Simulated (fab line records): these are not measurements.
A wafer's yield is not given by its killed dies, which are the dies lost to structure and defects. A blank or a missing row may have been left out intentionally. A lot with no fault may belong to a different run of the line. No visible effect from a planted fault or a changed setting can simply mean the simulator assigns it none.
fab line records    flow nandHarc
[record] lots = 7  wafers = 21  lastDay = 32
route steps=1302 shown P_START@1 P_ZERO_WELL@2 END@1302
lots with no fault: from the same line, run without faults
startH: hours from the record's opening day to when the first of the lot's shown wafers began    waitH: how many hours have passed since the lot's step before this one    " unchanged from the row above    L1.1+2: a single row standing in for several wafers    - no value, or no start given    * or withheld: withheld    < > ~ a bound
route shown NAME@n: names a module that has steps shown in the file, with the first one's number in the route    usual: average and standard deviation across the fault-free wafers    same: alike in all rows    chamber/n: place in a boat    sites: each site's reading    _std_site: how widely they spread, as a standard deviation    _edge_site: the outer-site mean with the inner-site mean subtracted    radiusMm: how far each site lies from the wafer's centre    mask NAME#n: copy n    behind: the most recent tool/chamber to have shaped the wafer    hold: reason for holding the lot/hours on hold/outcome of the hold    device: the transistor (n, p or np) that didn't switch    end of line: at the end of the route, the tests of the same wafers    step lacking rows: just its recipe    killed: dies lost to structure and defects at the first sort, not the wafer's yield    map: the dies of a wafer, with x for killed, . for not killed, _ for no die there
set.NAME: setting as actually run; set.NAME@STEP: the setting as run at that earlier step    model.NAME: the simulator's own value behind a step, which no gauge read
a table for each step, a row for each wafer; lots at some steps of the route
services: a tool's chamber out of use, with start hour (startH, from the record's first day; less than 0 if before it), hours out, and reason
[[steps]]
[step NHARC_P_START_INSPECT_01]
[usual] rawDefectCount = 3.9/2.1
lot.wafer  tool              chamber  startH  waitH  rawDefectCount
L450.2     defectInspect-01  -        20.04   -      7
L450.4     "                 -        "       "      7
L450.6     "                 -        "       "      1
L455.1     defectInspect-01  -        70.04   -      4
L455.2     "                 -        "       "      4
L455.4     "                 -        "       "      4
L459.3     defectInspect-02  -        110.05  -      2
L459.4     "                 -        "       "      3
L459.6     "                 -        "       "      8
L461.4     defectInspect-02  -        130.04  -      3
L461.5     "                 -        "       "      5
L461.6     "                 -        "       "      3
L462.2     defectInspect-02  -        140.04  -      2
L462.5     "                 -        "       "      2
L462.6     "                 -        "       "      4
L468.4     defectInspect-02  -        200.05  -      3
L468.5     "                 -        "       "      4
L468.6     "                 -        "       "      5
L469.1     defectInspect-02  -        210.04  -      2
L469.2     "                 -        "       "      2
L469.5     "                 -        "       "      2
[step NHARC_P_ZERO_WELL_PRECLEAN_00]
[recipe] timeS = 600  tempC = 120  chemistry = SPM
[step NHARC_P_ZERO_WELL_SRD_01]
[step NHARC_P_ZERO_WELL_PECVD_02]
[recipe] targetThkA = 100  tempC = 400  pressureTorr = 6.5  rfW = withheld  teosFlowSccm = withheld  flowSccm = 2650  targetThkNm = 10  gas = O2  material = SiO2
[step NHARC_P_ZERO_WELL_DEHYDRATE_03]
[recipe] tempC = 150  timeS = 120
[step NHARC_P_ZERO_WELL_HMDS_04]
[recipe] timeS = 30
[step NHARC_P_ZERO_WELL_COAT_64]
[recipe] tempC = 200  timeS = 65
[step NHARC_P_ZERO_WELL_COAT_05]
[recipe] spinRpm = 2000  resistThkNm = 600
[step NHARC_P_ZERO_WELL_SOFTBAKE_06]
[recipe] tempC = 125  timeS = 70
[usual] chillPlateTempC = 23.00/0.11  heaterPowerTotalW = 200.7/1.4
lot.wafer  tool           chamber  startH  waitH  chillPlateTempC  heaterPowerTotalW
L450.2     lithoTrack-02  0        20      -      22.92            202.6
L450.4     "              0        "       "      22.91            199.4
L450.6     "              0        "       "      22.95            201.7
L455.1     lithoTrack-07  0        70      -      22.90            202.0
L455.2     "              0        "       "      22.89            199.9
L455.4     "              0        "       "      22.92            199.8
L459.3     lithoTrack-02  0        110     -      22.82            194.1
L459.4     "              0        "       "      23.03            193.0
L459.6     "              0        "       "      23.03            191.9
L461.4     lithoTrack-02  0        130     -      22.90            194.0
L461.5     "              0        "       "      22.80            195.2
L461.6     "              0        "       "      22.82            193.7
L462.2     lithoTrack-02  0        140     -      23.08            193.8
L462.5     "              0        "       "      23.14            191.8
L462.6     "              0        "       "      22.92            192.0
L468.4     lithoTrack-03  0        200     -      22.95            200.0
L468.5     "              0        "       "      23.06            199.3
L468.6     "              0        "       "      23.02            199.6
L469.1     lithoTrack-07  0        210     -      23.01            200.0
L469.2     "              0        "       "      23.07            202.6
L469.5     "              0        "       "      22.94            200.5
[step NHARC_P_ZERO_WELL_EBR_07]
[step NHARC_END_SORT_01]
[recipe] tempC = 25
[usual] defectLimitedYield = 90.1/2.6  killedAtArray = 63/17  killedAtOther = 0.8/1.1  killedAtPeriphery = 3.5/3  killedDies = 67/17  killedOpen = 3.1/1.6  killedShort = 2.6/1.4
[same] grossDies = 677
lot.wafer  tool       chamber  startH  waitH  defectLimitedYield[%]  killedAtArray  killedAtOther  killedAtPeriphery  killedDies  killedOpen  killedShort
L468.5     prober-01  0        762.16  3.7    92.8                   47             0              2                  49          0           3
// killed by level:class
L468.5 A_CHANNEL_HOLE_D2:chamberFilmFlake=25 A_CHANNEL_HOLE_D1:chamberFilmFlake=6 A_STAIRCASE:chamberFilmFlake=6 A_SLIT:chamberFilmFlake=5 A_CONTACT:chamberFilmFlake=2 A_ONON_D1:geometricParticle:short=1 A_CHANNEL_FILL_D2:geometricParticle:short=1 A_WL_FILL:geometricParticle:short=1
[[services]]
tool           chamber  startH  hours  kind
lithoTrack-02  -        52.00   7.0    pm
lithoTrack-07  -        76.01   7.0    pm
lithoTrack-03  -        100.00  7.0    pm
[[key]]
[firstSign] step = NHARC_P_ZERO_WELL_SOFTBAKE_06  reading = heaterPowerTotalW  direction = down  sigmas = 5.4  usual = *  struck = *
effect none on later readings
metAt NHARC_P_ZERO_WELL_SOFTBAKE_06
struckWafers L459.3,L459.4,L459.6,L461.4,L461.5,L461.6,L462.2,L462.5,L462.6
rowsEnd L459.3,L459.4,L459.6,L461.4,L461.5,L461.6,L462.2,L462.5,L462.6
onsetBetween 20 110
[fault] kind = processParameterDrift  tool = lithoTrack-02  chamber = -  onsetH = 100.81  steps = NHARC_P_ZERO_WELL_SOFTBAKE_06  channel = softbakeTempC  offset = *  shape = step  actsIn = *  stated = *
// rowsEnd: these wafers met a further fault down the route, and their rows from its step on are left out
